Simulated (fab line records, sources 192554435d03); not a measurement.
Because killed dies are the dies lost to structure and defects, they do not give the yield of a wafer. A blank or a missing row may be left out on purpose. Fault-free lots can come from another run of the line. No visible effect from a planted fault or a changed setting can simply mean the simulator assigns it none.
fab line records -- flow n5Finfet -- part 1 of 2: steps 1 to 3 of 6
record: lots: 20, wafers: 60, lastDay: 18
route steps=1938 shown MOL_CONTACT_COAG@573 BEOL_M0_SAQP@636
lots that met no fault: taken from a fault-free run of the same line
startH: start of the lot's first displayed wafer, in hours after the record's first day -- waitH: hours since the lot's step before -- " repeats the value in the row above -- L1.1+2: a single row standing in for several wafers -- - either no value or no given start -- * or withheld: withheld -- < > ~ a bound
route shown NAME@n: NAME is a module with steps in the file, n the number in the route of the first one -- usual: mean/standard deviation of fault-free wafers -- same: alike in all rows -- chamber/n: place in a boat -- sites: per-site readings -- _std_site: how widely they spread, as a standard deviation -- _edge_site: outer sites' mean less inner sites' -- radiusMm: for every site, how far away it sits from the centre of the wafer -- mask NAME#n: copy n -- behind: the tool/chamber that last shaped the wafer -- hold: why the lot was held/for how many hours/how that ended -- device: names the non-switching transistor (n, p or np) -- end of line: tests run on the same wafers once the route is complete -- a step with no rows: only its recipe -- killed: at the first sort, the dies lost to defects and structure; wafer yield is something else -- map: the dies of a wafer, with x for killed, . for not killed, _ for no die there
set.NAME: the run value of the setting; set.NAME@STEP: its run value at that earlier step -- model.NAME: the simulator's own value behind a step, which no gauge read
steps of the route over a sample of lots; a table a step, a row a wafer
services: the hour from which a tool's chamber was out of use, counted from the record's first day as startH (under 0 if before that day), plus the number of hours and why
== steps ==
step: N5_MOL_CONTACT_COAG_CD_MEAS_84
recipe: targetCdNm: 25.1, landingEnergyEv: 500, detector: seInlens, polarity: opening
usual: cdNm: 25.14/0.23
lot.wafer,tool,chamber,startH,waitH,cdNm
L074.1,cdSem-01,0,106.92,-,25.25
L074.2,cdSem-01,0,106.92,-,25.11
L074.3,cdSem-01,0,106.92,-,25.29
L075.3,cdSem-01,0,111.76,-,25.05
L075.4,cdSem-01,0,111.76,-,25.07
L075.6,cdSem-01,0,111.76,-,25.21
L076.3,cdSem-01,0,114.73,-,25.43
L076.4,cdSem-01,0,114.73,-,25.13
L076.6,cdSem-01,0,114.73,-,25.11
L077.3,cdSem-02,0,119.93,-,25.22
L077.4,cdSem-02,0,119.93,-,25.32
L077.6,cdSem-02,0,119.93,-,24.54
L078.2,cdSem-01,0,123.14,-,24.87
L078.4,cdSem-01,0,123.14,-,25.13
L078.5,cdSem-01,0,123.14,-,25.31
L079.3,cdSem-02,0,129.47,-,24.97
L079.4,cdSem-02,0,129.47,-,24.97
L079.6,cdSem-02,0,129.47,-,24.93
L080.1,cdSem-03,0,137.36,-,25.20
L080.4,cdSem-03,0,137.36,-,25.02
L080.6,cdSem-03,0,137.36,-,24.92
L082.1,cdSem-02,0,150.18,-,25.28
L082.4,cdSem-02,0,150.18,-,24.97
L082.5,cdSem-02,0,150.18,-,25.29
L083.1,cdSem-02,0,158.14,-,25.14
L083.2,cdSem-02,0,158.14,-,24.90
L083.5,cdSem-02,0,158.14,-,25.41
L084.1,cdSem-03,0,172.27,-,25.08
L084.5,cdSem-03,0,172.27,-,24.32
L084.6,cdSem-03,0,172.27,-,25.32
L086.1,cdSem-01,0,174.94,-,25.31
L086.2,cdSem-01,0,174.94,-,25.00
L086.4,cdSem-01,0,174.94,-,25.02
L087.1,cdSem-01,0,181.95,-,25.60
L087.2,cdSem-01,0,181.95,-,25.52
L087.6,cdSem-01,0,181.95,-,25.22
L088.2,cdSem-03,0,184.62,-,25.25
L088.5,cdSem-03,0,184.62,-,25.15
L088.6,cdSem-03,0,184.62,-,25.59
L089.3,cdSem-03,0,192.59,-,25.05
L089.4,cdSem-03,0,192.59,-,25.51
L089.5,cdSem-03,0,192.59,-,24.92
L090.2,cdSem-02,0,194.19,-,24.96
L090.3,cdSem-02,0,194.19,-,25.17
L090.4,cdSem-02,0,194.19,-,25.20
L091.1,cdSem-03,0,204.64,-,25.63
L091.3,cdSem-03,0,204.64,-,25.31
L091.4,cdSem-03,0,204.64,-,25.06
L092.2,cdSem-01,0,211.87,-,25.08
L092.5,cdSem-01,0,211.87,-,25.40
L092.6,cdSem-01,0,211.87,-,25.24
L093.1,cdSem-02,0,212.31,-,25.33
L093.2,cdSem-02,0,212.31,-,25.16
L093.3,cdSem-02,0,212.31,-,25.12
L095.2,cdSem-03,0,221.37,-,24.99
L095.4,cdSem-03,0,221.37,-,24.92
L095.5,cdSem-03,0,221.37,-,24.82
L097.4,cdSem-03,0,237.83,-,25.16
L097.5,cdSem-03,0,237.83,-,25.09
L097.6,cdSem-03,0,237.83,-,24.62
step: N5_MOL_CONTACT_COAG_ETCH_65
recipe: chemistry: N2/H2, target: underlayer, targetDepthA: 130, maskMaterial: CAR-EUV, timeS: 10.4, ionEnergyEv: 200, pressureMtorr: 30, sourceW: 840, biasW: 150, n2FlowSccm: 200, h2FlowSccm: 200, ends: cleared
usual: biasW: 150.0/0.47, drypumpMotorCurrentA: 5.5/0.35, etchRfOnTimeS: 10.47/0.15, n2FlowSccm: 200.1/0.52, oesProductAu: 0.67/0.071, rfVppV: 524.0/3, showerheadPlenumPTorr: 2.55/0.092, throttleValvePct: 17.83/0.25
lot.wafer,tool,chamber,startH,waitH,biasW,drypumpMotorCurrentA,etchRfOnTimeS,n2FlowSccm,oesProductAu,rfHoursCounterH,rfVppV,showerheadPlenumPTorr,throttleValvePct
L074.1,rieDiel-02,0,108.95,0.0,150.1,5.7,10.50,199.8,0.62,178,518.7,2.45,18.10
L074.2,rieDiel-02,2,108.95,0.0,150.1,5.9,10.18,200.5,0.63,176,528.2,2.65,18.01
L074.3,rieDiel-02,3,108.95,0.0,150.2,5.4,10.21,200.0,0.81,15,524.6,2.58,17.56
L075.3,rieDiel-05,1,113.66,0.0,151.1,5.6,10.67,199.9,0.63,166,520.7,2.44,17.99
L075.4,rieDiel-05,1,113.66,0.0,150.9,5.5,10.69,199.8,0.64,-,519.2,2.44,17.97
L075.6,rieDiel-05,3,113.66,0.0,151.0,5.7,10.80,201.0,0.59,-,518.2,2.40,18.13
L076.3,rieDiel-02,3,116.17,0.0,150.0,5.4,10.30,199.8,0.80,17,524.9,2.58,17.59
L076.4,rieDiel-02,2,116.17,0.0,150.3,6.0,10.31,199.4,0.63,178,526.7,2.65,18.01
L076.6,rieDiel-02,3,116.17,0.0,150.0,5.4,10.27,201.3,0.81,-,525.0,2.58,17.57
L077.3,rieDiel-02,2,123.14,0.0,150.7,5.9,10.16,201.0,0.63,180,526.5,2.65,18.00
L077.4,rieDiel-02,3,123.14,0.0,149.9,5.4,10.32,200.1,0.80,19,526.2,2.58,17.58
L077.6,rieDiel-02,2,123.14,0.0,149.5,5.9,10.16,200.5,0.64,-,525.5,2.65,18.02
L078.2,rieDiel-04,1,125.41,0.0,150.3,5.3,10.44,200.0,0.62,200,526.6,2.61,17.96
L078.4,rieDiel-04,3,125.41,0.0,149.9,5.6,10.67,201.0,0.60,175,522.1,2.43,17.86
L078.5,rieDiel-04,1,125.41,0.0,150.7,5.3,10.42,200.3,0.61,-,526.6,2.61,17.96
L079.3,rieDiel-04,0,131.00,0.0,150.1,5.9,10.36,199.8,0.61,179,519.6,2.43,17.99
L079.4,rieDiel-04,1,131.00,0.0,150.2,5.3,10.45,200.3,0.61,202,527.5,2.61,17.96
L079.6,rieDiel-04,3,131.00,0.0,150.6,5.6,10.68,198.8,0.60,-,519.9,2.43,17.83
L080.1,rieDiel-02,0,139.03,0.0,148.8,5.7,10.40,199.6,0.62,187,520.7,2.44,18.11
L080.4,rieDiel-02,1,139.03,0.0,150.0,5.0,10.27,200.1,0.76,20,523.6,2.59,17.46
L080.6,rieDiel-02,1,139.03,0.0,150.0,5.0,10.29,199.3,0.76,-,526.3,2.59,17.46
L082.1,rieDiel-04,2,151.74,0.0,150.1,4.8,10.51,200.6,0.76,31,521.6,2.48,17.58
L082.4,rieDiel-04,3,151.74,0.0,149.3,5.6,10.83,200.0,0.60,183,519.5,2.42,17.85
L082.5,rieDiel-04,0,151.74,0.0,150.0,5.9,10.56,200.5,0.60,-,522.6,2.43,18.01
L083.1,rieDiel-02,2,159.87,0.0,150.1,5.9,10.21,200.1,0.63,192,525.1,2.65,18.03
L083.2,rieDiel-02,3,159.87,0.0,150.9,5.4,10.36,200.9,0.77,32,525.5,2.57,17.61
L083.5,rieDiel-02,1,159.87,0.0,150.1,5.0,10.35,199.7,0.75,-,524.7,2.59,17.49
L084.1,rieDiel-04,3,174.17,0.0,149.8,5.6,10.60,199.6,0.59,192,522.4,2.42,17.87
L084.5,rieDiel-04,1,174.17,0.0,150.3,5.3,10.21,199.2,0.61,-,526.4,2.61,17.98
L084.6,rieDiel-04,0,174.17,0.0,150.2,5.8,10.36,200.2,0.61,-,520.6,2.42,18.03
L086.1,rieDiel-02,3,176.48,0.0,150.3,5.4,10.48,199.6,0.76,36,524.9,2.57,17.61
L086.2,rieDiel-02,2,176.48,0.0,150.1,5.9,10.46,200.0,0.62,196,526.1,2.64,18.05
L086.4,rieDiel-02,0,176.48,0.0,150.0,5.7,10.64,199.9,0.61,198,520.2,2.44,18.14
L087.1,rieDiel-02,3,184.01,0.0,150.2,5.4,10.42,200.2,0.75,37,526.7,2.57,17.62
L087.2,rieDiel-02,0,184.01,0.0,149.9,5.7,10.53,200.0,0.60,200,520.0,2.44,18.14
L087.6,rieDiel-02,2,184.01,0.0,149.1,5.9,10.43,200.5,0.62,-,526.6,2.64,18.05
L088.2,rieDiel-05,0,186.25,0.0,150.4,4.9,10.47,199.9,0.68,83,525.8,2.57,17.48
L088.5,rieDiel-05,1,186.25,0.0,150.6,5.5,10.68,199.8,0.63,-,520.4,2.43,18.03
L088.6,rieDiel-05,0,186.25,0.0,150.0,5.0,10.43,200.0,0.69,-,524.8,2.57,17.47
L089.3,rieDiel-02,2,194.48,0.0,150.5,5.9,10.44,200.3,0.61,203,527.3,2.64,18.05
L089.4,rieDiel-02,3,194.48,0.0,149.6,5.4,10.44,200.5,0.76,40,526.1,2.57,17.62
L089.5,rieDiel-02,1,194.48,0.0,149.5,5.0,10.50,199.8,0.73,-,525.0,2.59,17.49
L090.2,rieDiel-05,3,195.81,0.0,150.1,5.7,10.73,199.8,0.75,22,528.8,2.71,17.72
L090.3,rieDiel-05,1,195.81,0.0,149.7,5.5,10.62,200.0,0.62,197,519.2,2.42,18.04
L090.4,rieDiel-05,2,195.81,0.0,149.7,5.9,10.65,201.3,0.59,202,526.3,2.63,17.90
L091.1,rieDiel-02,2,206.05,0.0,150.3,5.9,10.36,200.1,0.61,206,524.8,2.64,18.06
L091.3,rieDiel-02,3,206.05,0.0,150.6,5.4,10.51,199.7,0.75,44,526.2,2.57,17.62
L091.4,rieDiel-02,0,206.05,0.0,150.0,5.6,10.61,200.0,0.60,208,521.0,2.43,18.15
L092.2,rieDiel-02,3,214.85,0.0,149.9,5.4,10.47,199.3,0.74,47,524.3,2.57,17.63
L092.5,rieDiel-02,1,214.85,0.0,150.4,4.9,10.34,199.9,0.72,-,524.8,2.58,17.49
L092.6,rieDiel-02,2,214.85,0.0,150.6,5.9,10.34,199.8,0.61,-,525.4,2.64,18.07
L093.1,rieDiel-02,3,215.31,0.0,149.8,5.4,10.52,199.2,0.74,47,524.6,2.57,17.63
L093.2,rieDiel-02,2,215.31,0.0,149.7,5.9,10.39,198.9,0.61,209,525.8,2.64,18.05
L093.3,rieDiel-02,0,215.31,0.0,149.8,5.7,10.59,200.6,0.60,211,520.8,2.43,18.15
L095.2,rieDiel-05,1,225.46,0.0,149.4,5.5,10.59,200.1,0.61,209,520.5,2.42,18.06
L095.4,rieDiel-05,2,225.46,0.0,149.8,5.9,10.58,199.9,0.59,-,526.1,2.63,17.92
L095.5,rieDiel-05,1,225.46,0.0,149.7,5.5,10.70,200.4,0.61,-,521.6,2.42,18.06
L097.4,rieDiel-02,2,240.81,0.0,149.2,5.9,10.34,200.5,0.60,223,527.3,2.63,18.10
L097.5,rieDiel-02,3,240.81,0.0,149.1,5.4,10.37,199.9,0.74,-,524.2,2.56,17.66
L097.6,rieDiel-02,0,240.81,0.0,150.7,5.7,10.50,199.0,0.60,-,520.4,2.43,18.18
step: N5_MOL_CONTACT_COAG_ETCHBACK_134
recipe: chemistry: CHF3, target: SiO2, targetDepthA: 100, timeS: 6.7, ionEnergyEv: 200, pressureMtorr: 30, sourceW: 610, biasW: 170, Ar_flow_sccm: 200, CHF3_flow_sccm: 50
usual: CHF3_flow_sccm: 49.98/0.16, biasW: 170.0/0.45, drypumpMotorCurrentA: 5.5/0.37, oesProductAu: 0.77/0.083, rfVppV: 524/7.1, showerheadPlenumPTorr: 2.38/0.091, throttleValvePct: 18.69/0.2
lot.wafer,tool,chamber,startH,waitH,CHF3_flow_sccm,biasW,drypumpMotorCurrentA,oesProductAu,rfHoursCounterH,rfVppV,showerheadPlenumPTorr,throttleValvePct
L074.1,rieDiel-04,2,109.52,0.4,49.77,170.3,4.8,0.92,16,532,2.34,18.56
L074.2,rieDiel-04,1,109.52,0.4,50.27,169.7,5.3,0.71,194,520,2.47,18.94
L074.3,rieDiel-04,3,109.52,0.4,49.82,169.9,5.6,0.71,168,537,2.27,18.63
L075.3,rieDiel-04,3,114.02,0.2,50.05,170.6,5.6,0.71,170,535,2.27,18.65
L075.4,rieDiel-04,1,114.02,0.2,49.93,169.8,5.3,0.72,196,519,2.47,18.97
L075.6,rieDiel-04,1,114.02,0.2,49.72,169.7,5.3,0.72,-,520,2.47,18.95
L076.3,rieDiel-02,0,116.45,0.1,49.96,170.5,5.6,0.72,180,529,2.28,18.75
L076.4,rieDiel-02,1,116.45,0.1,49.95,169.8,5.0,0.90,13,516,2.44,18.44
L076.6,rieDiel-02,0,116.45,0.1,49.99,170.2,5.6,0.72,-,529,2.28,18.74
L077.3,rieDiel-04,2,123.47,0.2,49.87,169.8,4.8,0.93,21,533,2.33,18.56
L077.4,rieDiel-04,3,123.47,0.2,49.83,170.1,5.6,0.71,174,537,2.27,18.65
L077.6,rieDiel-04,2,123.47,0.2,49.77,170.9,4.8,0.91,-,532,2.33,18.57
L078.2,rieDiel-05,1,125.69,0.1,49.91,169.3,5.5,0.75,172,531,2.29,18.85
L078.4,rieDiel-05,0,125.69,0.1,50.07,170.7,5.0,0.82,-,522,2.40,18.23
L078.5,rieDiel-05,2,125.69,0.1,49.92,170.2,5.9,0.73,-,527,2.46,18.58
L079.3,rieDiel-04,0,131.43,0.3,50.10,170.2,5.9,0.71,179,517,2.27,18.84
L079.4,rieDiel-04,3,131.43,0.3,50.12,170.1,5.6,0.71,177,537,2.26,18.66
L079.6,rieDiel-04,3,131.43,0.3,49.99,170.8,5.6,0.72,-,537,2.26,18.64
L080.1,rieDiel-05,0,139.52,0.1,50.12,170.6,4.9,0.82,67,522,2.39,18.24
L080.4,rieDiel-05,3,139.52,0.1,50.04,169.4,5.7,0.94,3,530,2.53,18.54
L080.6,rieDiel-05,3,139.52,0.1,50.14,170.6,5.7,0.94,-,528,2.54,18.56
L082.1,rieDiel-05,1,152.02,0.1,49.94,170.1,5.5,0.75,181,531,2.29,18.86
L082.4,rieDiel-05,0,152.02,0.1,49.87,169.7,5.0,0.80,72,520,2.39,18.25
L082.5,rieDiel-05,3,152.02,0.1,50.08,169.2,5.7,0.92,-,528,2.53,18.56
L083.1,rieDiel-04,2,160.90,0.2,50.03,169.5,4.8,0.88,35,531,2.33,18.58
L083.2,rieDiel-04,0,160.90,0.2,50.01,169.4,5.9,0.70,189,519,2.27,18.86
L083.5,rieDiel-04,0,160.90,0.2,50.02,169.7,5.9,0.70,-,517,2.27,18.85
L084.1,rieDiel-05,1,174.65,0.2,50.15,170.1,5.5,0.73,190,531,2.28,18.89
L084.5,rieDiel-05,2,174.65,0.2,49.80,170.2,5.9,0.71,-,527,2.46,18.60
L084.6,rieDiel-05,3,174.65,0.2,49.98,169.5,5.7,0.89,-,528,2.53,18.57
L086.1,rieDiel-02,0,176.76,0.1,49.93,169.8,5.7,0.71,199,530,2.27,18.77
L086.2,rieDiel-02,1,176.76,0.1,49.59,170.1,5.0,0.87,30,517,2.44,18.45
L086.4,rieDiel-02,2,176.76,0.1,50.29,170.2,5.9,0.71,196,510,2.46,18.88
L087.1,rieDiel-04,0,184.31,0.1,50.03,169.7,5.9,0.70,198,516,2.26,18.87
L087.2,rieDiel-04,1,184.31,0.1,49.79,170.5,5.3,0.69,217,519,2.46,18.98
L087.6,rieDiel-04,0,184.31,0.1,49.96,169.9,5.9,0.70,-,516,2.27,18.88
L088.2,rieDiel-05,1,186.64,0.1,49.93,170.3,5.5,0.73,194,531,2.28,18.90
L088.5,rieDiel-05,1,186.64,0.1,50.12,170.6,5.5,0.74,-,531,2.28,18.89
L088.6,rieDiel-05,0,186.64,0.1,49.95,169.8,4.9,0.80,-,524,2.39,18.29
L089.3,rieDiel-05,2,194.80,0.1,50.18,170.0,5.9,0.71,201,527,2.45,18.62
L089.4,rieDiel-05,3,194.80,0.1,50.05,170.3,5.7,0.89,21,529,2.53,18.59
L089.5,rieDiel-05,3,194.80,0.1,49.74,170.1,5.7,0.89,-,529,2.53,18.60
L090.2,rieDiel-04,3,196.39,0.4,49.69,170.0,5.6,0.69,200,536,2.26,18.70
L090.3,rieDiel-04,1,196.39,0.4,49.92,170.0,5.3,0.71,222,519,2.46,19.00
L090.4,rieDiel-04,2,196.39,0.4,50.10,170.4,4.8,0.88,48,532,2.32,18.61
L091.1,rieDiel-04,1,206.43,0.1,49.81,169.4,5.3,0.69,225,518,2.46,19.00
L091.3,rieDiel-04,3,206.43,0.1,49.70,170.4,5.6,0.69,203,536,2.25,18.70
L091.4,rieDiel-04,0,206.43,0.1,50.05,169.1,5.9,0.69,205,518,2.26,18.88
L092.2,rieDiel-05,2,215.15,0.1,49.81,170.3,5.9,0.70,208,527,2.45,18.63
L092.5,rieDiel-05,3,215.15,0.1,49.81,168.9,5.7,0.87,-,529,2.53,18.61
L092.6,rieDiel-05,2,215.15,0.1,50.03,170.0,5.9,0.71,-,526,2.45,18.63
L093.1,rieDiel-02,1,215.76,0.3,49.88,169.7,4.9,0.84,44,516,2.43,18.50
L093.2,rieDiel-02,3,215.76,0.3,49.93,169.9,5.4,0.87,48,520,2.41,18.57
L093.3,rieDiel-02,0,215.76,0.3,50.09,169.8,5.6,0.70,211,529,2.27,18.79
L095.2,rieDiel-05,0,226.19,0.4,50.17,170.3,5.0,0.79,93,522,2.38,18.29
L095.4,rieDiel-05,1,226.19,0.4,50.06,169.7,5.5,0.72,209,531,2.28,18.92
L095.5,rieDiel-05,2,226.19,0.4,49.68,170.6,5.9,0.70,-,526,2.45,18.66
L097.4,rieDiel-02,1,241.61,0.3,50.26,170.2,5.0,0.83,57,514,2.42,18.50
L097.5,rieDiel-02,1,241.61,0.3,49.99,170.5,5.0,0.83,-,515,2.43,18.50
L097.6,rieDiel-02,0,241.61,0.3,49.88,169.9,5.7,0.69,-,529,2.26,18.80
